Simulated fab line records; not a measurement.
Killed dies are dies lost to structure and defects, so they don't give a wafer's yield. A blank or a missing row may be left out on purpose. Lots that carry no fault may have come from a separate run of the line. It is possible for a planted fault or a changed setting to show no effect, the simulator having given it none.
Chamber matching / flow n5-finfet / 4 sister chambers for N5_GATE_CUT_CMP_43 on cmp-02
The step polishes SiO2. 18 wafers are shown with their chamber, then 9 later ones without.

== EACH WAFER AND ITS CHAMBER ==
wafer=L075.2; chamber=2; motor-current-A (A)=12.9
wafer=L075.5; chamber=0; motor-current-A (A)=15.4
wafer=L075.6; chamber=1; motor-current-A (A)=13.2
wafer=L077.1; chamber=3; motor-current-A (A)=11.2
wafer=L077.4; chamber=1; motor-current-A (A)=13.3
wafer=L077.5; chamber=2; motor-current-A (A)=13.4
wafer=L079.2; chamber=1; motor-current-A (A)=12.9
wafer=L079.4; chamber=2; motor-current-A (A)=13.4
wafer=L079.6; chamber=3; motor-current-A (A)=11.2
wafer=L080.2; chamber=3; motor-current-A (A)=11.4
wafer=L080.4; chamber=0; motor-current-A (A)=14.6
wafer=L080.5; chamber=3; motor-current-A (A)=11.7
wafer=L081.1; chamber=1; motor-current-A (A)=13.8
wafer=L081.4; chamber=2; motor-current-A (A)=13.9
wafer=L081.5; chamber=0; motor-current-A (A)=15.0
wafer=L086.3; chamber=2; motor-current-A (A)=14.0
wafer=L086.4; chamber=3; motor-current-A (A)=11.2
wafer=L086.6; chamber=1; motor-current-A (A)=13.4

SIGNATURES (averages over the wafers above)
reading=motor-current-A; chamber 0=15.000; chamber 1=13.320; chamber 2=13.520; chamber 3=11.340; scatter within a chamber=0.351
Rule: a wafer's distance from a chamber is the root of the sum, over the readings, of the square of ((its reading less the chamber's mean) divided by the reading's scatter). If the next closest chamber is less than 2 further off than the closest, the wafer can't be placed; otherwise it belongs to the closest. The scatter: the root of (the sum of the squares of (reading less its chamber's mean) over the shown wafers, divided by (wafers less chambers)).

== WAFERS WITHOUT THEIR CHAMBER ==
wafer=L089.2; motor-current-A (A)=11.1
wafer=L089.4; motor-current-A (A)=14.6
wafer=L089.6; motor-current-A (A)=13.7
wafer=L092.2; motor-current-A (A)=13.4
wafer=L092.4; motor-current-A (A)=14.8
wafer=L092.5; motor-current-A (A)=13.5
wafer=L094.1; motor-current-A (A)=14.1
wafer=L094.4; motor-current-A (A)=11.4
wafer=L094.5; motor-current-A (A)=14.3

== WHICH CHAMBER EACH WENT THROUGH ==
wafer=L089.2; from the rows above=3; in truth=3
wafer=L089.4; from the rows above=can't be placed: 0 or 2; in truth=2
wafer=L089.6; from the rows above=can't be placed: 2 or 1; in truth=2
wafer=L092.2; from the rows above=can't be placed: 1 or 2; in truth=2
wafer=L092.4; from the rows above=0; in truth=0
wafer=L092.5; from the rows above=can't be placed: 2 or 1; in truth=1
wafer=L094.1; from the rows above=can't be placed: 2 or 1 or 0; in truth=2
wafer=L094.4; from the rows above=3; in truth=3
wafer=L094.5; from the rows above=can't be placed: 0 or 2 or 1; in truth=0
Placed correctly: 3 of 9. Can't be placed from these rows: 6 (the true chamber is among the candidates in 6). 0 placed wrongly.
